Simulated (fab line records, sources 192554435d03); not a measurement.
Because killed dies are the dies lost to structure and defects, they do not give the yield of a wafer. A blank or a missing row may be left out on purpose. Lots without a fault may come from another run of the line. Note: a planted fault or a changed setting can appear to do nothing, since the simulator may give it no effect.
The same fault as seen by 2 desks | flow n5 finfet | each desk holds nothing but its own numbers, with what lay behind them at the end

METROLOGY DESK
What the gauges read, lot by lot, whatever tool the lot ran on: means of the sampled wafers that have a number. Any lot whose mean is over 4 standard deviations away from the usual mean is out of limits and marked OUT; that distance is given in the brackets. Of its 13 readings 7 are shown: the one that was out of limits first, and those that lie furthest out on some lot.
Columns: A = cd nm at N5_WELL_APT_CD_MEAS_25, usual 200.1 nm; B = CJ_N at N5_BEOL_M4_RC_MEAS_101, usual 4.35; C = DIBL_P at N5_BEOL_M4_RC_MEAS_101, usual 36.2 mV/V; D = IOFF_P at N5_BEOL_M4_RC_MEAS_101, usual 0.21 nA/um; E = RS_PWELL at N5_BEOL_M4_RC_MEAS_101, usual 3012 ohm/sq; F = SS_P at N5_BEOL_M4_RC_MEAS_101, usual 73.2 mV/dec; G = VT_P at N5_BEOL_M4_RC_MEAS_101, usual -251 mV
lot  | first seen here | A     | B              | C    | D    | E              | F    | G
L728 | day 1 14:51     | 199.6 | 4.21           | 35.5 | 0.26 | 2991           | 73.5 | -243
L730 | day 2 02:48     | 201.5 | 4.37           | 37.6 | 0.23 | 3010           | 73.6 | -251
L732 | day 2 15:04     | 204.0 | 4.37           | 37.4 | 0.21 | 3042           | 73.1 | -248
L733 | day 2 21:28     | 203.6 | 4.37           | 38.7 | 0.20 | 3026           | 73.6 | -251
L736 | day 3 15:02     | 199.5 | 3.29 (-13) OUT | 35.1 | 0.18 | 2742 (-11) OUT | 72.3 | -252
L737 | day 3 20:50     | 199.4 | 3.30 (-13) OUT | 35.6 | 0.20 | 2719 (-12) OUT | 73.4 | -252
L738 | day 4 02:50     | 197.5 | 4.27           | 36.3 | 0.19 | 2992           | 73.5 | -253
L739 | day 4 08:52     | 198.9 | 4.27           | 37.8 | 0.20 | 2997           | 73.5 | -254
L750 | day 7 03:44     | 199.9 | 4.34           | 35.9 | 0.24 | 3042           | 73.4 | -246
L751 | day 7 08:44     | 201.0 | 4.46           | 37.1 | 0.22 | 3025           | 73.2 | -251
This desk's finding: out of limits on L736, L737; first on L736, day 12 12:19 (CJ_N at N5_BEOL_M4_RC_MEAS_101). Within limits: L728, L730, L732, L733, L738, L739, L750, L751.

AT THE TOOL OWNER'S DESK: implanter-02
The tool's own readings at N5_WELL_APT_IMPLANT_32: means of the sampled wafers that have a number, for each lot that ran on this tool. Any lot whose mean is over 4 standard deviations away from the usual mean is out of limits and marked OUT; that distance is given in the brackets.
Columns: A = beam energy keV at N5_WELL_APT_IMPLANT_32, usual 49.997; B = rotation deg at N5_WELL_APT_IMPLANT_32, usual 0.003 degrees; C = tilt deg at N5_WELL_APT_IMPLANT_32, usual 0.002 degrees
lot  | first seen here | A                        | B      | C
L730 | day 2 03:14     | 50.001                   | 0.004  | 0.008
L732 | day 2 15:39     | 50.015                   | 0.017  | 0.016
L733 | day 2 21:49     | 50.010                   | 0.012  | -0.017
L736 | day 3 15:25     | 68.479 (+99 or more) OUT | 0.022  | -0.012
L737 | day 3 21:13     | 68.469 (+99 or more) OUT | -0.009 | 0.004
L750 | day 7 04:14     | 49.986                   | -0.016 | -0.001
L751 | day 7 09:18     | 49.971                   | -0.003 | -0.022
This desk's finding: out of limits on L736, L737; first on L736, day 3 15:25 (beam energy keV at N5_WELL_APT_IMPLANT_32). Within limits: L730, L732, L733, L750, L751.

BROUGHT TOGETHER
On L736, L737, at day 3 15:25, an alarm was possible from the tool owner's desk.
Metrology desk: alarm possible at day 12 12:19 on L736, L737.
Of the lots named, all ran N5_WELL_APT_IMPLANT_32 on implanter-02.

WHAT WAS PUT IN BY THE SIMULATOR
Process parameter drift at N5_WELL_APT_IMPLANT_32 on implanter-02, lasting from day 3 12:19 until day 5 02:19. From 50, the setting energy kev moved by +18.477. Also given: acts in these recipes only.
Shown lots that were struck: L736, L737.
Time in hours from fault onset to the first out-of-limits reading at each desk: tool owner's desk 3, metrology desk 216.
